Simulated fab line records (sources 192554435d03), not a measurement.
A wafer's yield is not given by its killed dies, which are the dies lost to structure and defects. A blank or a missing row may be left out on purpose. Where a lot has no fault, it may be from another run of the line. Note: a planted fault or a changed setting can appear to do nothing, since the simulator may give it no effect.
Code-filled problem report in 8D (eight disciplines) form -- flow n5 finfet -- the parts of the form that need people (team, actions taken, sign-off) are left out

== 1. PROBLEM STATEMENT ==
N5_FIN_SAQP_INSPECT_18, raw defect count: mean 1526 on 2 wafers (1 lot); fault-free wafers 432, standard deviation 120. That puts it +9.1 standard deviations away from the usual mean.
The step: inspects for defects (brightfield).
The first sign was on wafer L655.1 at day 3 04:07, on defect inspect-02. The record has a number at this step for 9 wafers belonging to 3 lots. By rule, "out" or "out of limits" means more than 4 standard deviations away from the usual mean. The other wafers with a number count as sound.

== 2. WHAT IT IS, AND WHAT IT ISN'T ==
question,is,is not
which readings at this step,raw defect count,-
which lots,L655,"L668, L669"
which wafers of those lots,"L655.1, L655.6",L655.2
read on which gauges,defect inspect-02,defect inspect-01
when,from day 3 04:07,"up to then (1 sound wafer); but 6 sound wafers of L668, L669 came after"

== 3. SUSPECTS, AND WHAT RULES EACH OUT ==
Counting: if a tool at a process step up to the reading ran every lot that is out, it stays a suspect. Sound lots after the first of them don't rule it out here, since some wafers of a struck lot are sound.
- ruled out: the gauge at N5_FIN_SAQP_INSPECT_18. All the wafers that are out were read on defect inspect-02, but those of them that N5_FIN_CUT_INSPECT_10 has rows for are out there too, on other tools.
- ald sin-04 at N5_FIN_SAQP_ALD_61 (deposits SiO2, target thk 4 nm, pulse time 1 s, purge time 2 s): kept. It ran the lot that is out, L655 (day 3 02:55).
- At N5_FIN_SAQP_ALD_61 on ald sin-04, chamber 3 took the sound wafers of the same lots and chamber 2 took the wafers that are out.
After counting, what remains is ald sin-04 at N5_FIN_SAQP_ALD_61.

== 4. THE CAUSE (what the simulator had put in) ==
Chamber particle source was ald sin-04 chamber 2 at N5_FIN_SAQP_ALD_61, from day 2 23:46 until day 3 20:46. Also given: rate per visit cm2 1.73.
Only this tool survived the counting.

== 5. THE EFFECT CHAIN, in route order ==
One row per reading whose mean, taken over the struck wafers that have a number, lies over 3 standard deviations from the usual. Scope: only readings with a usual standard deviation given in the record; hours: median across lots of the time from each lot's start at the first step in this table that gives one to its start at this step; sigmas: change in usual standard deviations.
hours,step,reading,usual,on struck wafers,change,sigmas
0,N5_FIN_SAQP_INSPECT_18,raw defect count,432,1526,+1094,+9.1
5,N5_FIN_SAQP_INSPECT_40,raw defect count,233,1261,+1028,+14
5,N5_FIN_CUT_INSPECT_10,raw defect count,42,1135,+1093,+91
227,N5_PASSIVATION_PROBE_49,defect limited yield,91.2 %,78.9,-12.3,-8.8
227,N5_PASSIVATION_PROBE_49,killed at front end,42,196,+154,+13
227,N5_PASSIVATION_PROBE_49,killed dies,104,248,+144,+8.5
227,N5_PASSIVATION_PROBE_49,sort_bin_5_function,5.1 %,12.0,+6.9,+7.3
227,N5_PASSIVATION_PROBE_49,sort n pass,1074,932,-142,-5.9
227,N5_PASSIVATION_PROBE_49,sort yield pct,91.1 %,78.9,-12.2,-6.1
Process steps it contains:
- N5_PASSIVATION_PROBE_49
Later measuring or inspecting steps at which every struck wafer that the step has a row for has a number for every such reading, and none has moved that far: N5_BEOL_M4_RC_MEAS_101.

== 6. HOW IT WOULD HAVE BEEN CAUGHT EARLIER ==
Counted from the fault's start at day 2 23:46, it took 4 hours until the first out-of-limits reading at a measuring or inspecting step in this record, taken at day 3 04:07.
An alarm limit of 4 standard deviations would not have fired on the tool readings at N5_FIN_SAQP_ALD_61 for which the record gives a usual standard deviation, since none of them was out on any struck wafer.
The start of N5_FIN_SAQP_ALD_61 on ald sin-04 came by day 3 04:07 for every one of the lots that are out (1). A hold on the tool at that time would have spared none of them.
